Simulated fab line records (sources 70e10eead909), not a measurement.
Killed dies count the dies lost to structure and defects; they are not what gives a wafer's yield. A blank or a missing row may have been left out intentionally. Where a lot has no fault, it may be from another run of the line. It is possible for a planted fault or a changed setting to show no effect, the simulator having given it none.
A lot that was struck, set against a sound lot    flow nand_harc    15 steps out of a route of 1159
Sound: the wafers L124.1, L124.2, L124.5. The struck wafers were L142.2, L142.5, L142.6. The cause is named last.
Each step with rows lists, per side, the tool, then ch with its chambers, then its first start. Under that, the readings that differ: sound wafers    struck wafers    difference of the means    sigmas: that difference in standard deviations of wafers without a fault.
alike: readings whose means differ by less than 2 such deviations, and words and numbers that are the same on both sides. not compared: withheld readings, readings that some wafer has no value for, bounds like >300 that may hide the same value, and numbers for which the record gives no deviation and whose values overlap.
Wherever a step has rows on one side only, a row that says differs or no value, or a row with sigmas, the two part there. When numbers do not overlap yet have no deviation, they are printed without sigmas and do not part them. A reading that every wafer of one side lacks parts them only if that side has two wafers or more.

NHARC_P_M0_INSPECT_27:
  sound on defect_inspect-02, day 6 20:14; struck on defect_inspect-01, day 10 19:23
  alike: raw_defect_count
NHARC_P_M0_PRE_CLEAN_31: time 12 s.
  sound on pecvd-02 ch 0,1,2, day 6 20:19; struck on pecvd-04 ch 0,2, day 10 19:29
  alike: heater_power_outer_w, heater_power_w
NHARC_P_M0_DEP_32: deposits SiCN, target thk 30 nm.
  sound on pecvd-02 ch 0,1,2, day 6 20:23; struck on pecvd-04 ch 0,2, day 10 19:34
  alike: heater_power_outer_w, heater_power_w, showerhead_vpp_V
then, 9 steps without rows for these wafers: NHARC_P_M1_DEP_00 (deposits SiOC, target thk 182.5 nm); NHARC_P_M1_DEHYDRATE_01 (time 120 s); NHARC_P_M1_HMDS_02 (time 30 s); NHARC_P_M1_COAT_34 (time 65 s); NHARC_P_M1_COAT_03 (resist thk 90 nm); NHARC_P_M1_SOFTBAKE_04 (time 55 s); NHARC_P_M1_EBR_05; NHARC_P_M1_EXPOSE_06 (exposes mask P M1, target cd 130 nm); NHARC_P_M1_PEB_07 (peb time 65 s).
NHARC_P_M1_DEVELOP_08: develop time 35 s.
  sound on litho_track-01 ch 0, day 6 21:00; struck on litho_track-06 ch 0, day 10 20:00
reading               sound              struck             difference  sigmas
developer_temp_C (C)  22.90 23.07 22.99  22.10 22.08 21.99  -0.93       -10
  alike: chill_plate_temp_C
NHARC_P_M1_CD_MEAS_09: target cd 130 nm.
  sound on cd_sem-02 ch 0, day 6 21:29; struck on cd_sem-02 ch 0, day 10 20:43
  alike: cd_nm
then, 1 step without rows for these wafers: NHARC_END_SORT_01.

WHERE THEY PART
Within this record, at NHARC_P_M1_DEVELOP_08 only. Later steps at which nothing parts them and some readings are alike: NHARC_P_M1_CD_MEAS_09.

WHY: what the simulator had put in
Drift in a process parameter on litho_track-06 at NHARC_P_M1_DEVELOP_08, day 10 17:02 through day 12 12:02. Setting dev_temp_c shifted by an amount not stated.
